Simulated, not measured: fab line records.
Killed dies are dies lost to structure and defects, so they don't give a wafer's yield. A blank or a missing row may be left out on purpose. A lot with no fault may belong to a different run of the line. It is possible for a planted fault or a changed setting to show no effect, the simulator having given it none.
Which tool is to blame? / flow n5_finfet / 11 lots (33 wafers sampled), 1 step of a 1938-step route

== WHAT THE GAUGES READ, wafer by wafer ==
N5_FIN_CUT_CD_MEAS_08: the cd target is 29.1 nm.
lot=L075; measured=day 2 11:23; on=cd_sem-01; cd_nm (nm)=28.88 29.07 29.22
lot=L077; measured=day 2 21:16; on=cd_sem-03; cd_nm (nm)=29.12 28.87 28.73
lot=L079; measured=day 3 10:24; on=cd_sem-02; cd_nm (nm)=28.84 28.86 29.16
lot=L081; measured=day 3 21:43; on=cd_sem-02; cd_nm (nm)=28.90 28.76 28.91
lot=L083; measured=day 4 10:32; on=cd_sem-02; cd_nm (nm)=29.19 29.32 29.59
lot=L085; measured=day 4 20:19; on=cd_sem-02; cd_nm (nm)=29.59 29.46 29.21
lot=L087; measured=day 5 10:50; on=cd_sem-02; cd_nm (nm)=29.35 29.03 29.11
lot=L089; measured=day 5 20:25; on=cd_sem-03; cd_nm (nm)=28.81 29.10 29.40
lot=L092; measured=day 6 20:32; on=cd_sem-01; cd_nm (nm)=29.11 29.27 28.75
lot=L094; measured=day 7 09:07; on=cd_sem-02; cd_nm (nm)=29.11 29.08 28.71
lot=L096; measured=day 7 15:05; on=cd_sem-03; cd_nm (nm)=28.88 28.91 28.92

== WHICH TOOL RAN EACH LOT (tool, then ch and the chambers of the sampled wafers, then the start) ==
There is no process step in the record ahead of these readings.

== THE ANSWER, worked out from the rows above alone ==
Rule: the lots themselves supply what counts as usual. The widest of any qualifying gaps counts: lots, ordered by their means at a reading, are off when they make up no more than a third of the lots, leave a main group of 4 or more, and stand apart from it by 3 or more times the standard deviation of that group's means. Not used: any main group whose means are identical at the precision the tables above print for the reading. A lot without any number at a reading at which 4 lots or more have one is off too. All remaining lots with rows at the step are treated as sound.
Across all readings shown, no lot is off: no conclusion can be drawn from this.

== WHAT THE SIMULATOR HAD INSERTED ==
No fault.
